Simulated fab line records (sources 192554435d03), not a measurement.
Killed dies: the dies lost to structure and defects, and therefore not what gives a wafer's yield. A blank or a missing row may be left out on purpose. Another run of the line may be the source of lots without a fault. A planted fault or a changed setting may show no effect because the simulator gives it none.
fab line records | flow n5Finfet
record lots=11 | wafers=30 | lastDay=17
route steps=1938 shown BEOL_M8@1368 BEOL_M9@1402
lots untouched by any fault: they come from a run of this same line in which no faults occurred
startH: hours from the record's first day to the start of the lot's first wafer shown | waitH: hours from the lot's prior step to this one | " the same as in the row above | L1.1+2: one row covering several wafers at once | - no value present, or no start provided | * or withheld: withheld | < > ~ a bound
route shown NAME@n: names a module that has steps shown in the file, with the first one's number in the route | usual: average and standard deviation across the fault-free wafers | same: alike in all rows | chamber/n: place in a boat | sites: per-site readings | _std_site: their standard deviation | _edge_site: mean of outer sites minus mean of inner sites | radiusMm: for every site, how far away it sits from the centre of the wafer | mask NAME#n: copy n | behind: the last tool/chamber to shape the wafer | hold: cause of the lot's hold/its duration in hours/its outcome | device: which transistor (n, p or np) failed to switch | end of line: tests run on the same wafers once the route is complete | for a step that has no rows: nothing shown but its recipe | killed: dies that structure and defects cost at the first sort, which is not the same as the wafer's yield | map: a wafer's dies, marking killed ones x, the rest . and places with no die _
set.NAME: the run value of the setting; set.NAME@STEP: its run value at that earlier step | model.NAME: the simulator's own value behind a step, which no gauge read
one table for each step of the route and one row for each wafer, over a sample of lots
services: the hour from which a tool's chamber was out of use, counted from the record's first day as startH (under 0 if before that day), plus the number of hours and why
## steps
# step N5_BEOL_M8_DESCUM_33
# recipe chemistry=O2 | timeS=7 | sourcePowerW=50 | biasPowerW=20 | pressureMtorr=20 | rfFrequencyHz=2.712e+07 | tempC=40 | resist=CAR-EUV | o2FlowSccm=225
# usual chamberPressureMTorr=20.000/0.018 | drypumpMotorCurrentA=5.7/0.54 | oesProductAu=0.77/0.089 | rfVppV=242.8/1.3 | showerheadPlenumPTorr=2.07/0.077 | tempC=40.01/0.11 | throttleValvePct=20.56/0.2
lot.wafer | tool       | chamber | startH | waitH | chamberPressureMTorr | drypumpMotorCurrentA | oesProductAu | rfHoursCounterH | rfVppV | showerheadPlenumPTorr | tempC | throttleValvePct
L487.1    | rieDiel-05 | 3       | 203.12 | 0.7   | 20.008               | 5.4                  | 0.75         | 175             | 243.0  | 2.09                  | 40.06 | 20.51
L487.2    | "          | 0       | "      | "     | 19.987               | 5.7                  | 0.73         | 191             | 242.3  | 2.08                  | 39.97 | 20.82
L487.4    | "          | 2       | "      | "     | 19.999               | 6.5                  | 0.80         | 136             | 242.9  | 2.10                  | 39.98 | 20.37
L493.3    | rieDiel-06 | 2       | 233.77 | 0.4   | 19.997               | 5.5                  | 0.88         | 41              | 243.7  | 2.14                  | 40.09 | 20.26
L493.4    | "          | 0       | "      | "     | 19.990               | 6.4                  | 0.99         | 4               | 243.2  | 2.05                  | 40.06 | 20.16
L493.5    | "          | 3       | "      | "     | 20.015               | 5.1                  | 0.89         | -               | 244.1  | 2.06                  | 40.18 | 20.35
L492.1    | rieDiel-06 | 0       | 236.66 | 0.0   | 20.018               | 6.4                  | 0.96         | 5               | 241.8  | 2.05                  | 39.95 | 20.16
L492.3    | "          | 3       | "      | "     | 20.009               | 5.1                  | 0.89         | 31              | 242.0  | 2.05                  | 39.99 | 20.34
L492.4    | "          | 2       | "      | "     | 19.991               | 5.6                  | 0.87         | 42              | 245.5  | 2.14                  | 40.06 | 20.28
L491.1    | rieDiel-06 | 3       | 243.05 | 0.0   | 20.008               | 5.1                  | 0.89         | 33              | 241.5  | 2.05                  | 40.05 | 20.34
L491.5    | "          | 2       | "      | "     | 19.997               | 5.6                  | 0.87         | -               | 244.3  | 2.13                  | 39.80 | 20.28
L491.6    | "          | 1       | "      | "     | 20.001               | 5.6                  | 0.71         | -               | 240.4  | 1.92                  | 39.98 | 20.79
L495.3    | rieDiel-05 | 1       | 243.14 | 0.0   | 19.991               | 6.1                  | 0.71         | 223             | 242.5  | 1.96                  | 40.03 | 20.66
L495.4    | "          | 0       | "      | "     | 19.988               | 5.8                  | 0.71         | 206             | 242.3  | 2.08                  | 40.03 | 20.84
L495.6    | "          | 1       | "      | "     | 20.007               | 6.1                  | 0.72         | -               | 242.7  | 1.96                  | 40.05 | 20.66
L496.2    | rieDiel-05 | 2       | 255.96 | 0.0   | 20.033               | 6.5                  | 0.76         | 158             | 243.9  | 2.09                  | 40.04 | 20.37
L496.4    | "          | 3       | "      | "     | 20.005               | 5.4                  | 0.73         | -               | 241.9  | 2.08                  | 40.03 | 20.55
L496.5    | "          | 0       | "      | "     | 20.002               | 5.7                  | 0.71         | -               | 243.2  | 2.07                  | 40.02 | 20.86
L499.1    | rieDiel-05 | 3       | 291.46 | 0.0   | 20.016               | 5.4                  | 0.73         | 209             | 242.4  | 2.08                  | 39.92 | 20.58
L499.4    | "          | 0       | "      | "     | 20.008               | 5.8                  | 0.70         | 224             | 243.7  | 2.07                  | 39.91 | 20.89
L504.2    | rieDiel-05 | 3       | 292.20 | 0.3   | 19.968               | 5.4                  | 0.73         | 209             | 241.7  | 2.08                  | 39.91 | 20.57
L504.3    | "          | 0       | "      | "     | 19.960               | 5.8                  | 0.70         | 225             | 243.6  | 2.07                  | 39.87 | 20.88
L504.5    | "          | 3       | "      | "     | 20.008               | 5.4                  | 0.72         | -               | 242.8  | 2.08                  | 39.95 | 20.58
L501.3    | rieDiel-05 | 0       | 302.55 | 0.0   | 19.986               | 5.8                  | 0.70         | 228             | 241.8  | 2.07                  | 40.04 | 20.89
L507.1    | rieDiel-06 | 2       | 326.67 | 0.0   | 19.997               | 5.6                  | 0.83         | 71              | 242.8  | 2.12                  | 39.94 | 20.32
L507.4    | "          | 0       | "      | "     | 19.952               | 6.4                  | 0.90         | 36              | 242.0  | 2.04                  | 40.20 | 20.21
L507.6    | "          | 1       | "      | "     | 19.972               | 5.6                  | 0.69         | -               | 240.5  | 1.91                  | 40.08 | 20.85
L509.1    | rieDiel-05 | 2       | 344.57 | 0.0   | 19.998               | 6.5                  | 0.74         | 199             | 243.5  | 2.08                  | 40.06 | 20.44
L509.3    | "          | 1       | "      | "     | 20.009               | 6.2                  | 1.00         | 1               | 246.1  | 2.22                  | 40.13 | 20.46
L509.5    | "          | 1       | "      | "     | 19.982               | 6.1                  | 0.99         | -               | 245.7  | 2.21                  | 39.98 | 20.45
# step N5_BEOL_M8_ANNEAL_51
# recipe tempC=225 | timeS=90 | ambient=N2
# usual wafer_temp_C_max=225.94/0.24
lot.wafer | tool         | chamber | startH | waitH | wafer_temp_C_max
L487.1    | rtpAnneal-02 | 0       | 205.72 | 0.4   | 226.04
L487.2    | "            | 0       | "      | "     | 226.08
L487.4    | "            | 0       | "      | "     | 226.10
L493.3    | rtpAnneal-02 | 0       | 237.69 | 0.1   | 226.28
L493.4    | "            | 0       | "      | "     | 225.95
L493.5    | "            | 0       | "      | "     | 225.89
L492.1    | rtpAnneal-02 | 0       | 239.46 | 0.3   | 226.07
L492.3    | "            | 0       | "      | "     | 225.96
L492.4    | "            | 0       | "      | "     | 226.15
L491.1    | rtpAnneal-02 | 0       | 245.87 | 0.9   | 226.02
L491.5    | "            | 0       | "      | "     | 225.76
L491.6    | "            | 0       | "      | "     | 225.56
L495.3    | rtpAnneal-02 | 0       | 247.31 | 0.3   | 226.12
L495.4    | "            | 0       | "      | "     | 225.80
L495.6    | "            | 0       | "      | "     | 226.09
L496.2    | rtpAnneal-01 | 0       | 258.00 | 0.1   | 226.01
L496.4    | "            | 0       | "      | "     | 225.94
L496.5    | "            | 0       | "      | "     | 226.24
L499.1    | rtpAnneal-02 | 0       | 293.53 | 0.1   | 226.16
L499.4    | "            | 0       | "      | "     | 226.03
L504.2    | rtpAnneal-01 | 0       | 296.85 | 0.3   | 226.06
L504.3    | "            | 0       | "      | "     | 225.92
L504.5    | "            | 0       | "      | "     | 225.81
L501.3    | rtpAnneal-01 | 0       | 305.23 | 0.3   | 225.50
L507.1    | rtpAnneal-02 | 0       | 328.65 | 0.2   | 226.05
L507.4    | "            | 0       | "      | "     | 226.13
L507.6    | "            | 0       | "      | "     | 226.06
L509.1    | rtpAnneal-01 | 0       | 349.18 | 0.1   | 225.91
L509.3    | "            | 0       | "      | "     | 225.91
L509.5    | "            | 0       | "      | "     | 225.89
# step N5_BEOL_M9_CURE_71
# recipe tempC=385 | timeS=240 | ambient=He/Ar | material=SiCOH_lowk
# usual lampPowerPct=52.31/0.054 | wafer_temp_C_max=387.0/0.64
lot.wafer | tool      | chamber | startH | waitH | lampPowerPct | wafer_temp_C_max
L487.1    | uvCure-02 | 1       | 206.96 | 0.4   | 52.32        | 386.8
L487.2    | "         | 1       | "      | "     | 52.32        | 387.3
L487.4    | "         | 1       | "      | "     | 52.36        | 386.7
L493.3    | uvCure-01 | 0       | 238.62 | 0.2   | 52.30        | 387.7
L493.4    | "         | 0       | "      | "     | 52.35        | 388.2
L493.5    | "         | 0       | "      | "     | 52.32        | 387.9
L492.1    | uvCure-03 | 1       | 240.35 | 0.0   | 52.35        | 388.4
L492.3    | "         | 1       | "      | "     | 52.32        | 388.2
L492.4    | "         | 1       | "      | "     | 52.30        | 388.4
L491.1    | uvCure-03 | 0       | 246.97 | 0.3   | 52.32        | 386.6
L491.5    | "         | 0       | "      | "     | 52.32        | 386.7
L491.6    | "         | 0       | "      | "     | 52.31        | 386.1
L495.3    | uvCure-01 | 1       | 248.24 | 0.2   | 52.29        | 389.1
L495.4    | "         | 1       | "      | "     | 52.44        | 388.3
L495.6    | "         | 1       | "      | "     | 52.30        | 388.2
L496.2    | uvCure-03 | 2       | 258.98 | 0.2   | 52.27        | 386.4
L496.4    | "         | 2       | "      | "     | 52.30        | 385.9
L496.5    | "         | 2       | "      | "     | 52.34        | 386.5
L499.1    | uvCure-03 | 2       | 294.40 | 0.0   | 52.32        | 387.0
L499.4    | "         | 2       | "      | "     | 52.32        | 386.2
L504.2    | uvCure-01 | 0       | 297.98 | 0.3   | 52.25        | 387.4
L504.3    | "         | 0       | "      | "     | 52.36        | 387.1
L504.5    | "         | 0       | "      | "     | 52.22        | 386.7
L501.3    | uvCure-02 | 2       | 306.23 | 0.3   | 52.33        | 386.5
L507.1    | uvCure-02 | 0       | 329.52 | 0.0   | 52.29        | 387.0
L507.4    | "         | 0       | "      | "     | 52.37        | 387.0
L507.6    | "         | 0       | "      | "     | 52.42        | 386.6
L509.1    | uvCure-03 | 0       | 350.05 | 0.0   | 52.26        | 385.8
L509.3    | "         | 0       | "      | "     | 52.35        | 385.9
L509.5    | "         | 0       | "      | "     | 52.34        | 386.0
# step N5_BEOL_M9_HM_DEP_02
# recipe material=TiN | targetThkA=200 | tempC=25 | chamberPressurePa=0.49996
# usual throttleValvePct=30.6/1
lot.wafer | tool          | chamber | startH | waitH | throttleValvePct
L487.1    | pvdSputter-01 | -       | 209.56 | 2.0   | 30.2
L487.2    | "             | -       | "      | "     | 33.0
L487.4    | "             | -       | "      | "     | 30.5
L493.3    | pvdSputter-02 | -       | 240.32 | 1.3   | 30.3
L493.4    | "             | -       | "      | "     | 29.6
L493.5    | "             | -       | "      | "     | 29.7
L492.1    | pvdSputter-01 | -       | 241.48 | 0.6   | 31.5
L492.3    | "             | -       | "      | "     | 29.9
L492.4    | "             | -       | "      | "     | 33.1
L491.1    | pvdSputter-01 | -       | 247.72 | 0.2   | 31.4
L491.5    | "             | -       | "      | "     | 32.7
L491.6    | "             | -       | "      | "     | 30.2
L495.3    | pvdSputter-02 | -       | 250.74 | 2.1   | 30.4
L495.4    | "             | -       | "      | "     | 29.8
L495.6    | "             | -       | "      | "     | 30.3
L496.2    | pvdSputter-01 | -       | 260.67 | 0.8   | 29.9
L496.4    | "             | -       | "      | "     | 31.3
L496.5    | "             | -       | "      | "     | 30.3
L499.1    | pvdSputter-01 | -       | 296.98 | 1.5   | 30.0
L499.4    | "             | -       | "      | "     | 30.3
L504.2    | pvdSputter-02 | -       | 300.23 | 1.8   | 29.7
L504.3    | "             | -       | "      | "     | 30.2
L504.5    | "             | -       | "      | "     | 31.1
L501.3    | pvdSputter-01 | -       | 306.92 | 0.3   | 30.0
L507.1    | pvdSputter-02 | -       | 330.66 | 0.6   | 30.7
L507.4    | "             | -       | "      | "     | 30.5
L507.6    | "             | -       | "      | "     | 30.5
L509.1    | pvdSputter-02 | -       | 352.13 | 1.5   | 30.5
L509.3    | "             | -       | "      | "     | 29.7
L509.5    | "             | -       | "      | "     | 31.1
# step N5_BEOL_M9_INSPECT_13
# recipe mode=adi | inspectInstrument=brightfield
# usual rawDefectCount=420/84
lot.wafer | tool             | chamber | startH | waitH | rawDefectCount
L487.1    | defectInspect-01 | -       | 210.00 | 0.0   | 377
L487.2    | "                | -       | "      | "     | 497
L487.4    | "                | -       | "      | "     | 427
L493.3    | defectInspect-02 | -       | 240.75 | 0.0   | 500
L493.4    | "                | -       | "      | "     | 703
L493.5    | "                | -       | "      | "     | 483
L492.1    | defectInspect-01 | -       | 242.03 | 0.0   | 361
L492.3    | "                | -       | "      | "     | 566
L492.4    | "                | -       | "      | "     | 402
L491.1    | defectInspect-02 | -       | 248.28 | 0.0   | 313
L491.5    | "                | -       | "      | "     | 425
L491.6    | "                | -       | "      | "     | 502
L495.3    | defectInspect-02 | -       | 251.31 | 0.0   | 447
L495.4    | "                | -       | "      | "     | 533
L495.6    | "                | -       | "      | "     | 500
L496.2    | defectInspect-02 | -       | 261.22 | 0.0   | 284
L496.4    | "                | -       | "      | "     | 305
L496.5    | "                | -       | "      | "     | 414
L499.1    | defectInspect-01 | -       | 297.53 | 0.0   | 889
L499.4    | "                | -       | "      | "     | 390
L504.2    | defectInspect-01 | -       | 300.78 | 0.0   | 476
L504.3    | "                | -       | "      | "     | 538
L504.5    | "                | -       | "      | "     | 439
L501.3    | defectInspect-01 | -       | 307.37 | 0.0   | 1154
L507.1    | defectInspect-02 | -       | 331.21 | 0.0   | 391
L507.4    | "                | -       | "      | "     | 294
L507.6    | "                | -       | "      | "     | 290
L509.1    | defectInspect-02 | -       | 352.68 | 0.0   | 443
L509.3    | "                | -       | "      | "     | 351
L509.5    | "                | -       | "      | "     | 438
## services
tool          | chamber | startH | hours | kind
uvCure-02     | -       | 201.50 | 1.0   | pm
rieDiel-05    | -       | 219.24 | 0.6   | repair
uvCure-02     | -       | 221.68 | 7.5   | pm
rieDiel-06    | -       | 226.50 | 4.3   | pm
rtpAnneal-02  | -       | 232.48 | 3.3   | pm
uvCure-01     | -       | 233.12 | 2.1   | pm
pvdSputter-02 | -       | 238.19 | 1.5   | repair
uvCure-02     | -       | 242.01 | 0.8   | repair
rieDiel-06    | 2       | 244.62 | 10.0  | repair
rieDiel-05    | 1       | 249.20 | 16.5  | repair
pvdSputter-02 | -       | 285.64 | 5.0   | repair
uvCure-02     | -       | 289.93 | 16.1  | repair
uvCure-01     | -       | 326.29 | 0.4   | repair
rieDiel-05    | 1       | 327.80 | -     | clean
rieDiel-05    | 1       | 327.80 | -     | consumableReplace:focusRing
rieDiel-05    | 1       | 327.80 | -     | consumableReplace:showerhead
rieDiel-05    | 1       | 327.80 | 14.5  | scheduledDown
rieDiel-05    | 1       | 327.80 | 14.5  | ventCycle
uvCure-01     | -       | 337.44 | 0.4   | repair
rieDiel-05    | 0       | 347.40 | -     | clean
rieDiel-05    | 0       | 347.40 | -     | consumableReplace:focusRing
rieDiel-05    | 0       | 347.40 | 19.4  | scheduledDown
rieDiel-05    | 0       | 347.40 | 19.4  | ventCycle
uvCure-02     | -       | 351.75 | 2.1   | pm
## key
firstSign step=N5_BEOL_M9_INSPECT_13 | reading=rawDefectCount | direction=up | sigmas=7.2 | usual=420 | struck=1022
effect none on later readings
metAt N5_BEOL_M9_HM_DEP_02
struckLots L499,L501
struckWafers L499.1,L501.3
rowsEnd L499.1,L501.3
notActingAt N5_BEOL_M8_DESCUM_33,N5_BEOL_M8_ANNEAL_51,N5_BEOL_M9_CURE_71
onsetBetween 260.67 296.98
fault kind=chamberParticleSource | tool=pvdSputter-01 | chamber=- | onsetH=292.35 | steps=N5_BEOL_M9_HM_DEP_02 | ratePerVisitCm2=0.86185 | scope=struckWafersOnly
# rowsEnd: these wafers met a further fault down the route, and their rows from its step on are left out
